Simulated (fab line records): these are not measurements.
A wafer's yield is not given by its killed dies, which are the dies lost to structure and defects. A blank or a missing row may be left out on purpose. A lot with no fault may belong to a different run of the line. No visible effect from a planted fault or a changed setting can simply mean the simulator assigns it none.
fab line records + flow nand-harc
record
- lots=6
- wafers=18
- last-day=23
route steps=1159 shown A_CONTACT@918 END@1159
lots that met no fault: from a run of the same line without faults
start-h: start of the lot's first displayed wafer, in hours after the record's first day + wait-h: hours since the lot's step before + " identical to the entry in the row above + L1.1+2: a single row standing in for several wafers + - no value present, or no start provided + * or withheld: withheld + < > ~ a bound
route shown NAME@n: NAME is a module with steps in the file, n the number in the route of the first one + usual: average and standard deviation across the fault-free wafers + same: alike in all rows + chamber/n: place in a boat + sites: each site's reading + _std_site: standard deviation of those values + _edge_site: the outer-site mean with the inner-site mean subtracted + radius-mm: for every site, how far away it sits from the centre of the wafer + mask NAME#n: copy n + behind: the most recent tool/chamber to have shaped the wafer + hold: the reason the lot was held/the length of the hold in hours/how it ended + device: the transistor (n, p or np) that didn't switch + end of line: the same wafers' tests at the end of the route + a step given without rows: its recipe and nothing more + killed: not the wafer's yield, but the dies lost to structure and defects at the first sort + map: per-die view of a wafer (x killed, . not killed, _ where there is no die)
set.NAME: the run value of the setting; set.NAME@STEP: its run value at that earlier step + model.NAME: the simulator's own value behind a step, which no gauge read
lots at some steps of the route; a table a step, a row a wafer
services: a tool's chamber out of use, with start hour (start-h, from the record's first day; less than 0 if before it), hours out, and reason
## steps
# step NHARC_A_CONTACT_STRIP_104
# recipe
- cf4-flow-sccm=100
- chf3-flow-sccm=30
- ar-flow-sccm=0
- bias-w=0
- chemistry=CF4/CHF3
# step NHARC_A_CONTACT_STRIP_105
# recipe
- o2-flow-sccm=400
- cos-flow-sccm=20
- ar-flow-sccm=0
- bias-w=0
- chemistry=O2/COS
# step NHARC_A_CONTACT_ETCH_106
# recipe
- target-depth-a=600
- overetch-a=60
- time-s=33
- ion-energy-ev=100
- cf4-flow-sccm=80
- o2-flow-sccm=20
- ar-flow-sccm=0
- rf-w=300
- bias-w=100
- chemistry=CF4/O2
# usual
- drypump-motor-current-A=5.7/0.53
- oes-product-au=1.002/0.0095
- rf-vpp-V=197.4/1.5
- showerhead-plenum-p-Torr=1.31/0.068
- throttle-valve-pct=13.397/0.0096
| lot.wafer | tool        | chamber | start-h | wait-h | drypump-motor-current-A | oes-product-au | rf-hours-counter-h | rf-vpp-V | showerhead-plenum-p-Torr | throttle-valve-pct |
|-----------|-------------|---------|---------|--------|-------------------------|----------------|--------------------|----------|--------------------------|--------------------|
| L303.4    | rie-diel-01 | 1       | 410.68  | 0.1    | 5.1                     | 1.007          | 13                 | 195.9    | 1.28                     | 13.382             |
| L303.6    | "           | 1       | "       | "      | 5.1                     | 1.006          | -                  | 197.1    | 1.28                     | 13.393             |
| L303.5    | "           | 2       | "       | "      | 5.3                     | 1.005          | -                  | 196.7    | 1.26                     | 13.429             |
| L302.2    | rie-diel-01 | 0       | 414.16  | 0.1    | 4.8                     | 1.003          | 13                 | 200.2    | 1.39                     | 13.398             |
| L302.4    | "           | 1       | "       | "      | 5.1                     | 0.989          | 14                 | 197.0    | 1.28                     | 13.393             |
| L302.3    | "           | 2       | "       | "      | 5.3                     | 0.992          | 14                 | 195.7    | 1.26                     | 13.384             |
| L313.4    | rie-diel-01 | 3       | 464.89  | 0.1    | 5.9                     | 1.017          | 29                 | 195.5    | 1.25                     | 13.378             |
| L313.2    | "           | 1       | "       | "      | 5.1                     | 0.996          | 28                 | 195.5    | 1.28                     | 13.399             |
| L313.3    | "           | 2       | "       | "      | 5.3                     | 0.996          | 28                 | 194.1    | 1.25                     | 13.388             |
| L314.1    | rie-diel-13 | 0       | 470.92  | 0.2    | 5.2                     | 1.006          | 2                  | 196.6    | 1.25                     | 13.392             |
| L314.2    | "           | 1       | "       | "      | 6.3                     | 1.000          | 2                  | 197.1    | 1.31                     | 13.383             |
| L314.6    | "           | 1       | "       | "      | 6.3                     | 0.992          | -                  | 198.4    | 1.30                     | 13.399             |
| L317.4    | rie-diel-01 | 3       | 491.79  | 0.1    | 5.9                     | 1.010          | 34                 | 195.1    | 1.25                     | 13.404             |
| L317.1    | "           | 0       | "       | "      | 4.9                     | 1.001          | 33                 | 198.8    | 1.39                     | 13.397             |
| L317.5    | "           | 0       | "       | "      | 4.8                     | 1.010          | -                  | 199.1    | 1.39                     | 13.381             |
| L320.3    | rie-diel-04 | 1       | 498.21  | 0.1    | 6.5                     | 1.016          | 7                  | 198.3    | 1.32                     | 13.417             |
| L320.5    | "           | 0       | "       | "      | 5.8                     | 0.999          | -                  | 199.6    | 1.44                     | 13.401             |
| L320.6    | "           | 1       | "       | "      | 6.5                     | 1.028          | -                  | 198.1    | 1.32                     | 13.384             |
# step NHARC_A_CONTACT_STRIP_82
# recipe
- o2-flow-sccm=500
- ar-flow-sccm=0
- bias-w=0
- chemistry=O2
# usual
- drypump-motor-current-A=5.8/0.51
- oes-product-au=1.002/0.0098
- rf-vpp-V=57.6/0.96
- showerhead-plenum-p-Torr=3.48/0.17
- throttle-valve-pct=17.036/0.0097
| lot.wafer | tool        | chamber | start-h | wait-h | drypump-motor-current-A | oes-product-au | rf-hours-counter-h | rf-vpp-V | showerhead-plenum-p-Torr | throttle-valve-pct |
|-----------|-------------|---------|---------|--------|-------------------------|----------------|--------------------|----------|--------------------------|--------------------|
| L303.4    | rie-diel-01 | 1       | -       | -      | 5.1                     | 0.987          | 13                 | 58.5     | 3.40                     | 17.046             |
| L303.5    | "           | 0       | "       | "      | 4.8                     | 1.009          | -                  | 58.0     | 3.67                     | 17.032             |
| L303.6    | "           | 1       | "       | "      | 5.1                     | 1.001          | -                  | 56.3     | 3.40                     | 17.036             |
| L302.2    | rie-diel-01 | 2       | -       | -      | 5.3                     | 0.996          | 14                 | 58.1     | 3.33                     | 17.054             |
| L302.4    | "           | 3       | "       | "      | 5.9                     | 1.001          | 14                 | 56.6     | 3.32                     | 17.045             |
| L302.3    | "           | 0       | "       | "      | 4.9                     | 0.998          | 13                 | 57.9     | 3.67                     | 17.009             |
| L313.4    | rie-diel-01 | 3       | -       | -      | 5.9                     | 1.012          | 29                 | 57.7     | 3.31                     | 17.043             |
| L313.3    | "           | 0       | "       | "      | 4.9                     | 1.000          | 27                 | 57.2     | 3.67                     | 17.048             |
| L313.2    | "           | 1       | "       | "      | 5.1                     | 0.991          | 28                 | 57.0     | 3.39                     | 17.041             |
| L314.1    | rie-diel-13 | 1       | -       | -      | 6.3                     | 0.995          | 2                  | 58.3     | 3.45                     | 17.040             |
| L314.2    | "           | 3       | "       | "      | 5.4                     | 0.991          | 2                  | 57.8     | 3.74                     | 17.022             |
| L314.6    | "           | 2       | "       | "      | 5.8                     | 0.991          | -                  | 56.8     | 3.42                     | 17.043             |
| L317.1    | rie-diel-04 | 1       | 491.94  | -      | 6.5                     | 1.021          | 4                  | 57.7     | 3.49                     | 17.045             |
| L317.4    | "           | 2       | "       | "      | 6.3                     | 1.009          | 5                  | 58.2     | 3.77                     | 17.033             |
| L317.5    | "           | 0       | "       | "      | 5.8                     | 0.999          | -                  | 56.7     | 3.81                     | 17.031             |
| L320.3    | rie-diel-04 | 2       | -       | -      | 6.3                     | 1.008          | 8                  | 56.7     | 3.77                     | 17.041             |
| L320.5    | "           | 3       | "       | "      | 6.2                     | 1.009          | -                  | 55.4     | 3.34                     | 17.041             |
| L320.6    | "           | 0       | "       | "      | 5.8                     | 0.997          | -                  | 58.1     | 3.80                     | 17.033             |
# step NHARC_A_CONTACT_STRIP_83
# recipe
- time-s=600
- temp-c=30
- chemistry=post-etch-residue-remover
# step NHARC_A_CONTACT_DEP_84
# recipe
- target-thk-a=20000
- temp-c=400
- material=aC
# usual
- throttle-valve-pct=35.002/0.0092
| lot.wafer | tool       | chamber | start-h | wait-h | throttle-valve-pct |
|-----------|------------|---------|---------|--------|--------------------|
| L303.4    | acl-dep-02 | 0       | 413.27  | -      | 35.004             |
| L303.5    | "          | 0       | "       | "      | 34.992             |
| L303.6    | "          | 0       | "       | "      | 34.995             |
| L302.2    | acl-dep-02 | 0       | 418.77  | -      | 35.016             |
| L302.3    | "          | 0       | "       | "      | 34.996             |
| L302.4    | "          | 0       | "       | "      | 34.993             |
| L313.2    | acl-dep-02 | 0       | 466.88  | -      | 35.000             |
| L313.3    | "          | 0       | "       | "      | 34.993             |
| L313.4    | "          | 0       | "       | "      | 34.995             |
| L314.1    | acl-dep-01 | 0       | 472.45  | -      | 35.007             |
| L314.2    | "          | 0       | "       | "      | 34.988             |
| L314.6    | "          | 0       | "       | "      | 35.014             |
| L317.1    | acl-dep-01 | 0       | 493.62  | -      | 35.022             |
| L317.4    | "          | 0       | "       | "      | 35.012             |
| L317.5    | "          | 0       | "       | "      | 35.005             |
| L320.3    | acl-dep-02 | 0       | 499.68  | -      | 35.020             |
| L320.5    | "          | 0       | "       | "      | 35.011             |
| L320.6    | "          | 0       | "       | "      | 35.005             |
# step NHARC_A_CONTACT_DEP_85
# recipe
- target-thk-a=500
- target-thk-nm=50
- temp-c=400
- pressure-torr=3.5
- flow-sccm=200
- rf-w=350
- material=SiON
# usual
- heater-power-w=725/100
| lot.wafer | tool     | chamber | start-h | wait-h | heater-power-w |
|-----------|----------|---------|---------|--------|----------------|
| L303.5    | pecvd-02 | 0       | 414.00  | 0.3    | 681            |
| L303.6    | "        | 1       | "       | "      | 666            |
| L303.4    | "        | 2       | "       | "      | 715            |
| L302.2    | pecvd-03 | 0       | 419.81  | 0.8    | 824            |
| L302.3    | "        | 1       | "       | "      | 767            |
| L302.4    | "        | 0       | "       | "      | 809            |
| L313.3    | pecvd-03 | 0       | 468.08  | 0.8    | 915            |
| L313.2    | "        | 1       | "       | "      | 696            |
| L313.4    | "        | 0       | "       | "      | 935            |
| L314.2    | pecvd-02 | 0       | 473.73  | 0.9    | 713            |
| L314.1    | "        | 2       | "       | "      | 595            |
| L314.6    | "        | 2       | "       | "      | 610            |
| L317.1    | pecvd-01 | 2       | 494.88  | 1.1    | 525            |
| L317.4    | "        | 0       | "       | "      | 829            |
| L317.5    | "        | 1       | "       | "      | 753            |
| L320.3    | pecvd-03 | 2       | 500.61  | 0.7    | 804            |
| L320.6    | "        | 0       | "       | "      | 918            |
| L320.5    | "        | 1       | "       | "      | 762            |
# step NHARC_A_CONTACT_DEHYDRATE_00
# recipe
- temp-c=150
- time-s=120
# step NHARC_A_CONTACT_HMDS_01
# recipe
- time-s=30
# step NHARC_A_CONTACT_COAT_86
# recipe
- temp-c=260
- time-s=75
# step NHARC_A_CONTACT_COAT_87
# recipe
- temp-c=225
- time-s=65
# step NHARC_A_CONTACT_COAT_02
# recipe
- spin-rpm=1500
- resist-thk-nm=90
# step NHARC_A_CONTACT_SOFTBAKE_03
# recipe
- temp-c=105
- time-s=55
# usual
- heater-power-total-W=188.45/0.12
| lot.wafer | tool           | chamber | start-h | wait-h | heater-power-total-W |
|-----------|----------------|---------|---------|--------|----------------------|
| L303.4    | litho-track-06 | 0       | 414     | -      | 188.45               |
| L303.5    | "              | 0       | "       | "      | 188.45               |
| L303.6    | "              | 0       | "       | "      | 188.36               |
| L302.2    | litho-track-04 | 0       | 420     | -      | 188.50               |
| L302.3    | "              | 0       | "       | "      | 188.52               |
| L302.4    | "              | 0       | "       | "      | 188.28               |
| L313.2    | litho-track-04 | 0       | 468     | -      | 209.09               |
| L313.3    | "              | 0       | "       | "      | 209.16               |
| L313.4    | "              | 0       | "       | "      | 209.13               |
| L314.1    | litho-track-04 | 0       | 474     | -      | 209.01               |
| L314.2    | "              | 0       | "       | "      | 208.96               |
| L314.6    | "              | 0       | "       | "      | 209.19               |
| L317.1    | litho-track-06 | 0       | 495     | -      | 188.26               |
| L317.4    | "              | 0       | "       | "      | 188.28               |
| L317.5    | "              | 0       | "       | "      | 188.42               |
| L320.3    | litho-track-06 | 0       | 500     | -      | 188.70               |
| L320.5    | "              | 0       | "       | "      | 188.44               |
| L320.6    | "              | 0       | "       | "      | 188.34               |
# step NHARC_A_CONTACT_EBR_04
# step NHARC_END_SORT_01
# recipe
- temp-c=25
# usual
- killed-at-array=25/9.2
- killed-at-other=0.8/1.2
- killed-at-periphery=3.9/2.6
- killed-dies=30/9.7
- killed-open=3.4/1.9
- killed-short=2.0/1.4
# same
- gross-dies=677
| lot.wafer | tool      | chamber | start-h | wait-h | killed-at-array | killed-at-other | killed-at-periphery | killed-dies | killed-open | killed-short |
|-----------|-----------|---------|---------|--------|-----------------|-----------------|---------------------|-------------|-------------|--------------|
| L317.1    | prober-01 | 0       | 551.75  | 2.5    | 22              | 0               | 1                   | 23          | 6           | 3            |
# killed by level:class
L317.1 A_CHANNEL_HOLE_D1:chamber-film-flake=7 A_WL_FILL:chamber-film-flake=4 A_CONTACT:geometric-particle:open=3 A_WL_FILL:geometric-particle:open=2 A_WL_FILL:geometric-particle:short=2 A_ZERO_WELL:chamber-film-flake=2 P_M0:geometric-particle:open=1 A_CHANNEL_HOLE_D1:geometric-particle:short=1
## services
| tool           | chamber | start-h | hours | kind   |
|----------------|---------|---------|-------|--------|
| rie-diel-01    | 0       | 391.93  | 6.4   | repair |
| rie-diel-01    | 1       | 397.39  | -     | clean  |
| rie-diel-01    | 2       | 397.39  | -     | clean  |
| rie-diel-01    | 3       | 397.39  | -     | clean  |
| rie-diel-04    | 0       | 406.09  | 10.4  | repair |
| rie-diel-13    | 2       | 415.09  | 6.4   | repair |
| pecvd-01       | -       | 418.21  | 13.0  | pm     |
| rie-diel-01    | 0       | 421.96  | -     | clean  |
| rie-diel-01    | 1       | 421.96  | -     | clean  |
| rie-diel-01    | 2       | 421.96  | -     | clean  |
| rie-diel-01    | 3       | 421.96  | -     | clean  |
| rie-diel-01    | 0       | 422.42  | 2.4   | repair |
| rie-diel-01    | 0       | 446.56  | -     | clean  |
| rie-diel-01    | 1       | 446.56  | -     | clean  |
| rie-diel-01    | 2       | 446.56  | -     | clean  |
| rie-diel-13    | -       | 453.00  | 9.0   | pm     |
| pecvd-01       | -       | 461.50  | 2.8   | repair |
| litho-track-06 | -       | 467.00  | 7.0   | pm     |
| rie-diel-04    | -       | 467.04  | 9.0   | pm     |
| pecvd-03       | -       | 473.10  | 13.0  | pm     |
| acl-dep-01     | -       | 475.59  | 13.0  | pm     |
| pecvd-02       | -       | 478.08  | 2.4   | repair |
| litho-track-04 | -       | 491.00  | 7.0   | pm     |
| rie-diel-13    | 2       | 494.78  | 4.1   | repair |
## key
first-sign
- step=NHARC_A_CONTACT_SOFTBAKE_03
- reading=heater-power-total-W
- direction=up
- sigmas=99+
- usual=*
- struck=*
effect none on later readings
met-at NHARC_A_CONTACT_SOFTBAKE_03
struck-wafers L313.2,L313.3,L313.4,L314.1,L314.2,L314.6
tester-left-out L313,L314
onset-between 420 468
fault
- kind=process-parameter-drift
- tool=litho-track-04
- chamber=-
- onset-h=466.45
- steps=NHARC_A_CONTACT_SOFTBAKE_03
- channel=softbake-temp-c
- offset=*
- shape=step
- end-h=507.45
- acts-in=*
- stated=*
# tester-left-out: of these lots the tester's yield and bins aren't shown, on N5 and GAA mostly nor the transistor test; their killed dies are dies lost to structure and defects alone, not to doping, threshold or leakage, so they don't give the yield
